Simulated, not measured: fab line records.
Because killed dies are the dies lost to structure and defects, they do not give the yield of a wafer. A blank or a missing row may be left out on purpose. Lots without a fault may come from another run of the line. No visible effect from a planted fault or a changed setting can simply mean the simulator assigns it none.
Matching of chambers + flow n5_finfet + rie_diel-02 running N5_BEOL_M2_ETCH_74: 4 sister chambers
The step etches underlayer in N2/H2, target depth 6.5 nm, time 5.2 s. 8 wafers are shown with their chamber, then 7 later ones without.

WAFERS WITH THEIR CHAMBER
| wafer  | chamber | showerhead_plenum_p_Torr (Torr) | throttle_valve_pct (%) |
|--------|---------|---------------------------------|------------------------|
| L079.3 | 3       | 2.64                            | 17.77                  |
| L079.6 | 2       | 2.51                            | 18.13                  |
| L085.2 | 1       | 2.67                            | 17.75                  |
| L087.1 | 0       | 2.70                            | 17.63                  |
| L087.5 | 1       | 2.67                            | 17.74                  |
| L087.6 | 0       | 2.69                            | 17.62                  |
| L090.1 | 3       | 2.63                            | 17.81                  |
| L090.4 | 2       | 2.50                            | 17.73                  |

WAFERS WHOSE CHAMBER IS MISSING
| wafer  | showerhead_plenum_p_Torr (Torr) | throttle_valve_pct (%) |
|--------|---------------------------------|------------------------|
| L090.5 | 2.63                            | 17.81                  |
| L089.1 | 2.67                            | 17.72                  |
| L089.2 | 2.69                            | 17.64                  |
| L089.5 | 2.50                            | 17.72                  |
| L091.3 | 2.69                            | 17.60                  |
| L091.4 | 2.63                            | 17.82                  |
| L091.5 | 2.50                            | 17.74                  |

THE CHAMBER EACH PASSED THROUGH
| wafer  | from the rows above | in truth |
|--------|---------------------|----------|
| L090.5 | 3                   | 3        |
| L089.1 | 1                   | 1        |
| L089.2 | 0                   | 0        |
| L089.5 | 2                   | 2        |
| L091.3 | 0                   | 0        |
| L091.4 | 3                   | 3        |
| L091.5 | 2                   | 2        |
Placed correctly: 7 of 7. Left unplaced by these rows: 0. 0 placed wrongly.
How it was worked out, from the rows above alone: a wafer's distance from a chamber is the root of the sum, over the readings, of the square of ((its reading less the chamber's mean) divided by the reading's scatter). If the next closest chamber is less than 2 further off than the closest, the wafer can't be placed; otherwise it belongs to the closest. Each chamber's mean is taken over the wafers shown for it. How the scatter is found: for the shown wafers, subtract from each reading the mean of its chamber, square and add these, divide the total by (wafers less chambers), then take the root.
